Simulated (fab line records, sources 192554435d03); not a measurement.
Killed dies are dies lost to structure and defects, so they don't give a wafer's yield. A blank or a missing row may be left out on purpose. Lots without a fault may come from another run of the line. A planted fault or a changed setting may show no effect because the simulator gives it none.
fab line records | flow n5_finfet
record lots=7 wafers=39
route steps=1938 shown BEOL_M11@1536 BEOL_M12@1649
start_h: hours from the record's first day to the start of the lot's first wafer shown | wait_h: hours since the lot's step before | " the same as in the row above | L1.1+2: a row that stands for several wafers | - no value, or no start given | * or withheld: withheld | < > ~ a bound
route shown NAME@n: a module of which the file shows steps, and the number in the route of the first | usual: mean/standard deviation of fault-free wafers | same: alike in all rows | chamber/n: place in a boat | sites: the reading at each site | _std_site: their standard deviation | _edge_site: outer sites' mean less inner sites' | radius_mm: how far each site lies from the wafer's centre | mask NAME#n: copy n | behind: the tool/chamber that last shaped the wafer | hold: why the lot was held/for how many hours/how that ended | device: the transistor (n, p or np) that didn't switch | end of line: the same wafers' tests at the end of the route | a step without rows: its recipe alone | killed: dies lost to structure and defects at the first sort, not the wafer's yield | map: a wafer's dies, x killed, . not, _ none there
set.NAME: the setting as run; set.NAME@STEP: as run at that earlier step | model.NAME: the simulator's own value behind a step, which no gauge read
lots whose settings were changed on purpose; a table a step, a row a wafer
## steps
# step N5_BEOL_M11_ILD_DEP_00
# recipe material=SiCOH_lowk target_thk_a=3085.1 temp_c=300 precursor=DEMS/porogen pressure_torr=5 rf_w=500 time_s=58
# columns lot.wafer tool chamber start_h wait_h set.time_s model.SiCOH_lowk_of_BEOL_M11_ILD_DEP_00.thk_nm
L074.1 pecvd-03 1 236.42 0.0 35.27 190.8
L074.2 " 2 " " 58 302.8
L074.3 " 0 " " 35.27 188
L074.4 " 2 " " 58 311
L074.5 " 0 " " 58 311.8
L074.6 " 1 " " 35.27 191.4
L075.1 pecvd-01 1 247.69 0.0 58 305.8
L075.2 " 2 " " 58 305
L075.3 " 0 " " 58 306.4
L075.4 " 0 " " 58 313.6
L075.5 " 2 " " 58 308.6
L075.6 " 1 " " 58 311.6
L082.1 pecvd-01 1 295.48 0.0 58 304.4
L082.2 " 0 " " 70.17 365.4
L082.3 " 2 " " 58 304.8
L082.4 " 2 " " 70.17 370.6
L082.5 " 1 " " 70.17 376
L082.6 " 0 " " 58 309.8
L084.4 pecvd-01 2 307.12 0.1 58 311
L084.5 " 1 " " 58 310
L084.6 " 0 " " 58 310.8
L083.1 pecvd-01 2 330.61 0.0 91.45 480.8
L083.2 " 1 " " 91.45 482.8
L083.3 " 0 " " 58 307
L083.4 " 2 " " 58 311.8
L083.5 " 1 " " 91.45 491
L083.6 " 0 " " 58 317
L094.1 pecvd-01 0 365.94 0.0 58 309.2
L094.2 " 1 " " 40.87 219
L094.3 " 0 " " 40.87 220.2
L094.4 " 1 " " 58 316.2
L094.5 " 1 " " 58 313.6
L094.6 " 0 " " 40.87 220
L097.1 pecvd-03 1 399.65 0.0 58 308
L097.2 " 2 " " 58 301.4
L097.3 " 0 " " 37.7 199.2
L097.4 " 1 " " 58 305.8
L097.5 " 0 " " 37.7 202.4
L097.6 " 2 " " 37.7 201.8
# step N5_BEOL_M11_CURE_71
# recipe temp_c=385 time_s=240 ambient=He/Ar material=SiCOH_lowk
# columns lot.wafer tool chamber start_h wait_h set.time_s@BEOL_M11_ILD_DEP_00 model.SiCOH_lowk_of_BEOL_M11_ILD_DEP_00.thk_nm
L074.1 uv_cure-01 2 236.50 0.0 35.27 164.6
L074.2 " 2 " " 58 263
L074.3 " 2 " " 35.27 162.2
L074.4 " 2 " " 58 270.2
L074.5 " 2 " " 58 270.8
L074.6 " 2 " " 35.27 165.2
L075.1 uv_cure-01 2 247.76 0.0 58 265.6
L075.2 " 2 " " 58 264.8
L075.3 " 2 " " 58 266.2
L075.4 " 2 " " 58 272.4
L075.5 " 2 " " 58 268.2
L075.6 " 2 " " 58 270.8
L082.1 uv_cure-02 2 295.56 0.0 58 264.4
L082.2 " 2 " " 70.17 318.4
L082.3 " 2 " " 58 264.6
L082.4 " 2 " " 70.17 323
L082.5 " 2 " " 70.17 327.8
L082.6 " 2 " " 58 269
L084.4 uv_cure-03 0 307.41 0.3 58 270.2
L084.5 " 0 " " 58 269.4
L084.6 " 0 " " 58 270
L083.1 uv_cure-03 2 330.69 0.0 91.45 421.8
L083.2 " 2 " " 91.45 423.4
L083.3 " 2 " " 58 266.8
L083.4 " 2 " " 58 271
L083.5 " 2 " " 91.45 430.8
L083.6 " 2 " " 58 275.6
L094.1 uv_cure-01 2 366.25 0.3 58 268.6
L094.2 " 2 " " 40.87 189.4
L094.3 " 2 " " 40.87 190.4
L094.4 " 2 " " 58 274.8
L094.5 " 2 " " 58 272.4
L094.6 " 2 " " 40.87 190.2
L097.1 uv_cure-02 1 399.74 0.1 58 267.4
L097.2 " 1 " " 58 261.8
L097.3 " 1 " " 37.7 172
L097.4 " 1 " " 58 265.6
L097.5 " 1 " " 37.7 174.8
L097.6 " 1 " " 37.7 174.2
# step N5_BEOL_M11_THK_MEAS_01
# recipe reads=SiCOH_lowk_of_BEOL_M11_ILD_DEP_00
# usual M11_ILD_THK=268/3.3
# columns lot.wafer tool chamber start_h wait_h set.time_s@BEOL_M11_ILD_DEP_00 M11_ILD_THK[nm]
L074.1 film_metro-01 - 237.01 0.4 35.27 165
L074.2 " - " " 58 263
L074.3 " - " " 35.27 162
L074.4 " - " " 58 270
L074.5 " - " " 58 271
L074.6 " - " " 35.27 165
L075.1 film_metro-01 - 248.28 0.4 58 266
L075.2 " - " " 58 265
L075.3 " - " " 58 266
L075.4 " - " " 58 272
L075.5 " - " " 58 268
L075.6 " - " " 58 271
L082.1 film_metro-01 - 296.07 0.4 58 264
L082.2 " - " " 70.17 318
L082.3 " - " " 58 265
L082.4 " - " " 70.17 323
L082.5 " - " " 70.17 328
L082.6 " - " " 58 269
L084.4 film_metro-02 - 307.68 0.2 58 270
L084.5 " - " " 58 269
L084.6 " - " " 58 270
L083.1 film_metro-01 - 331.68 0.8 91.45 422
L083.2 " - " " 91.45 424
L083.3 " - " " 58 267
L083.4 " - " " 58 271
L083.5 " - " " 91.45 431
L083.6 " - " " 58 276
L094.1 film_metro-01 - 366.76 0.4 58 269
L094.2 " - " " 40.87 189
L094.3 " - " " 40.87 190
L094.4 " - " " 58 275
L094.5 " - " " 58 272
L094.6 " - " " 40.87 190
L097.1 film_metro-01 - 400.25 0.4 58 267
L097.2 " - " " 58 262
L097.3 " - " " 37.7 172
L097.4 " - " " 58 265
L097.5 " - " " 37.7 175
L097.6 " - " " 37.7 174
# step N5_BEOL_M12_SPUTTER_44
# recipe material=Ta target_thk_a=100 temp_c=50 bias_v=80 power_w=15000 chamber_pressure_pa=0.07 time_s=16.13
# columns lot.wafer tool chamber start_h wait_h set.time_s model.Ta_of_BEOL_M12_SPUTTER_44.thk_nm
L074.1+2+5 pvd_sputter-02 - 252.55 0.0 8.734 5.4
L074.3 " - " " 16.13 9.8
L074.4+6 " - " " 16.13 10
L075.1+6 pvd_sputter-01 - 258.49 0.0 16.13 10.2
L075.2 " - " " 16.13 10
L075.3+4 " - " " 21.36 13.6
L075.5 " - " " 21.36 13.4
L082.1+4 pvd_sputter-03 - 307.51 0.0 16.13 10
L082.2 " - " " 8.892 5.4
L082.3 " - " " 16.13 9.8
L082.5+6 " - " " 8.892 5.6
L084.4 pvd_sputter-01 - 320.48 0.0 16.13 10.4
L084.5+6 " - " " 16.13 10.2
L083.1+3+6 pvd_sputter-03 - 340.47 0.0 16.13 9.8
L083.2 " - " " 25.1 15.2
L083.4+5 " - " " 25.1 15.4
L094.1+4 pvd_sputter-02 - 383.88 0.0 16.13 9.8
L094.2+3+5+6 " - " " 16.13 10
L097.1+2 pvd_sputter-02 - 415.73 0.0 9.706 6
L097.3 " - " " 9.706 5.8
L097.4+5+6 " - " " 16.13 10
# step N5_BEOL_M12_SPUTTER_45
# recipe material=Cu target_thk_a=800 temp_c=-20 bias_v=60 power_w=26000 chamber_pressure_pa=0.13 time_s=13.33
# step N5_BEOL_M12_ECD_47
# recipe material=Cu target_thk_a=7200
# step N5_BEOL_M12_ANNEAL_48
# recipe temp_c=225 time_s=90 ambient=N2
# step N5_BEOL_M12_CMP_49
# recipe stop_on=SiOC t_overpolish_s=20.6 down_force_psi=1 platen_rpm=50 clearing_platen_down_force_psi=1.5 clearing_platen_rpm=50 post_cmp_clean=cu_alkaline target_thk_nm=320 clearing_platen_pad_velocity_m_s=0.99484 pad_velocity_m_s=0.99484
# usual barrier_field_endpoint_s=30.4/0.53
# columns lot.wafer tool chamber start_h wait_h set.time_s@BEOL_M12_SPUTTER_44 barrier_field_endpoint_s
L074.1 cmp-01 2 253.19 0.3 8.734 24.1
L074.2 " 3 " " 8.734 24.4
L074.3 " 0 " " 16.13 29.2
L074.4 " 1 " " 16.13 29.5
L074.6 " 2 " " 16.13 29.8
L074.5 " 3 " " 8.734 24.5
L075.3 cmp-01 0 259.25 0.2 21.36 34.7
L075.4 " 1 " " 21.36 34.2
L075.1 " 2 " " 16.13 29.8
L075.2 " 3 " " 16.13 30.1
L075.6 " 0 " " 16.13 30.4
L075.5 " 1 " " 21.36 34.4
L082.1 cmp-02 1 308.15 0.3 16.13 29.4
L082.4 " 2 " " 16.13 29.9
L082.3 " 3 " " 16.13 30.3
L082.2 " 0 " " 8.892 24.3
L082.5 " 1 " " 8.892 24.9
L082.6 " 2 " " 8.892 24.3
L084.4 cmp-01 1 321.80 0.2 16.13 30.4
L084.6 " 2 " " 16.13 30.8
L084.5 " 3 " " 16.13 30.9
L083.1 cmp-01 0 342.58 0.5 16.13 30.7
L083.3 " 1 " " 16.13 29.7
L083.2 " 2 " " 25.1 36.7
L083.4 " 3 " " 25.1 36.7
L083.6 " 0 " " 16.13 30.9
L083.5 " 1 " " 25.1 37.6
L094.3 cmp-03 3 384.79 0.3 16.13 30.7
L094.2 " 0 " " 16.13 30.4
L094.1 " 1 " " 16.13 29.6
L094.4 " 2 " " 16.13 30.1
L094.6 " 3 " " 16.13 30.2
L094.5 " 0 " " 16.13 30.3
L097.1 cmp-02 3 416.37 0.3 9.706 26.1
L097.3 " 0 " " 9.706 25.9
L097.4 " 1 " " 16.13 31.0
L097.2 " 2 " " 9.706 26.6
L097.6 " 3 " " 16.13 31.1
L097.5 " 0 " " 16.13 31.1
## key
split step=N5_BEOL_M11_ILD_DEP_00 setting=time_s stated=58 by=wafer
response step=N5_BEOL_M11_ILD_DEP_00 reading=model.SiCOH_lowk_of_BEOL_M11_ILD_DEP_00.thk_nm change=+3.02 per=1% r=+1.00
response step=N5_BEOL_M11_CURE_71 reading=model.SiCOH_lowk_of_BEOL_M11_ILD_DEP_00.thk_nm change=+2.67 per=1% r=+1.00
response step=N5_BEOL_M11_THK_MEAS_01 reading=M11_ILD_THK change=+2.67 per=1% r=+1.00
split step=N5_BEOL_M12_SPUTTER_44 setting=time_s stated=16.13 by=wafer
response step=N5_BEOL_M12_SPUTTER_44 reading=model.Ta_of_BEOL_M12_SPUTTER_44.thk_nm change=+0.1 per=1% r=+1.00
response step=N5_BEOL_M12_CMP_49 reading=barrier_field_endpoint_s change=+0.12 per=1% r=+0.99
